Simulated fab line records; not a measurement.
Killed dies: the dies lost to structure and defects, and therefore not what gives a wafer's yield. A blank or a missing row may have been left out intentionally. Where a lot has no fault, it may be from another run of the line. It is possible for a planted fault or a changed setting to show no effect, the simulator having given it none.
Matching of chambers -- flow n5_finfet -- 3 sister chambers for N5_BEOL_M5_PRE_CLEAN_77 on cvd_co-01
The step time 15 s. 3 wafers are shown with their chamber, then 10 later ones without.

## EACH WAFER AND ITS CHAMBER
wafer,chamber,heater_power_w (W)
L089.5,0,146
L090.2,1,40
L090.3,2,52

## WAFERS MISSING THEIR CHAMBER
wafer,heater_power_w (W)
L090.6,41
L093.3,148
L093.4,144
L093.5,41
L092.1,53
L092.2,141
L092.6,53
L096.2,41
L096.3,144
L096.6,41

## THE CHAMBER EACH PASSED THROUGH
wafer,from the rows above,in truth
L090.6,1,1
L093.3,0,0
L093.4,0,0
L093.5,1,1
L092.1,2,2
L092.2,0,0
L092.6,2,2
L096.2,1,1
L096.3,0,0
L096.6,1,1
Correctly placed: 10 of 10. Not placeable from these rows: 0. Wrongly placed: 0.
How it was worked out, from the rows above alone: a wafer's distance from a chamber is the root of the sum, over the readings, of the square of ((its reading less the chamber's mean) divided by the reading's scatter). If the next closest chamber is less than 2 further off than the closest, the wafer can't be placed; otherwise it belongs to the closest. A chamber's mean is the mean of its shown wafers. The scatter: with one shown wafer a chamber, the root of the mean of the squares of how far each hidden wafer lies from its nearest shown one.
